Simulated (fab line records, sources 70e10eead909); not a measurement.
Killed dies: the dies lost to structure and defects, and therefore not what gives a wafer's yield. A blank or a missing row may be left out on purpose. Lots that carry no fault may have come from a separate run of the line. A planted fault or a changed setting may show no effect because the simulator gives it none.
8D (eight disciplines) problem report, filled in by code | flow nandHarc | the parts of the form that need people (team, actions taken, sign-off) are left out

1. WHAT WENT WRONG
At NHARC_A_DECK1_JOINT_DEP_16, rfFwdPowerW averages 789 W over 6 wafers from 2 lots, while fault-free wafers read 896 W, standard deviation 3.1. Relative to the usual mean, that is a shift of -35 standard deviations.
The step: deposits SiO2, target thk 45 nm.
First observed at day 19 01:02: wafer L676.3, on pecvd-01. The record has a number at this step for 39 wafers belonging to 13 lots. Rule for "out", or "out of limits": more than 4 standard deviations from the usual mean. Any other wafer with a number is counted as sound.

2. WHAT IT IS; WHAT IT IS NOT
question                    | is                     | is not
which readings at this step | rfFwdPowerW            | heaterPowerW, throttleValvePct
which lots                  | L676, L677             | L660, L661, L663, L664, L666, L667, L668, L671, L681, L682, L683
which wafers of those lots  | all that have a number | -
read on which tools         | pecvd-01               | pecvd-03, pecvd-04
when                        | from day 19 01:02      | up to then (24 sound wafers); but 9 sound wafers of L681, L682, L683 came after

3. SUSPECTS, AND WHAT RULES EACH OUT
Counting: a tool stays on the suspect list if, at a process step up to the reading, it processed all lots that are out and no sound lot following the first of them.
- pecvd-01 at NHARC_A_DECK1_JOINT_DEP_16 (deposits SiO2, target thk 45 nm): kept. It processed each lot that is out, first L676 at day 19 01:02, and no sound lot thereafter; up to then, the last sound lot it processed was L667 at day 15 15:32. On those wafers its own readings are out: rfFwdPowerW.
Left after counting: pecvd-01 at NHARC_A_DECK1_JOINT_DEP_16.

4. THE CAUSE (what the simulator had put in)
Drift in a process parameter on pecvd-01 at NHARC_A_DECK1_JOINT_DEP_16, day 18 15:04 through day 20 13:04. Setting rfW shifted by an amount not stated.
After counting, this tool was the only one left.

5. THE EFFECT CHAIN, in route order
Each row: a reading whose mean over the struck wafers that have a number lies more than 3 standard deviations from the usual. Only readings for which the record gives a usual standard deviation are gone through. hours: the time from each lot's start at the first step in this table that gives one to its start at this step, as a median over the lots. sigmas: the change in usual standard deviations.
hours | step                       | reading     | usual | on struck wafers | change | sigmas
0     | NHARC_A_DECK1_JOINT_DEP_16 | rfFwdPowerW | 896 W | 789              | -107   | -35
Here are the process steps it includes:
- NHARC_A_DECK1_JOINT_DEP_16: deposits SiO2, target thk 45 nm.

6. WHAT WOULD HAVE CAUGHT IT SOONER
10 hours passed between the start of the fault at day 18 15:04 and the first reading out of limits in this record, taken at day 19 01:02.
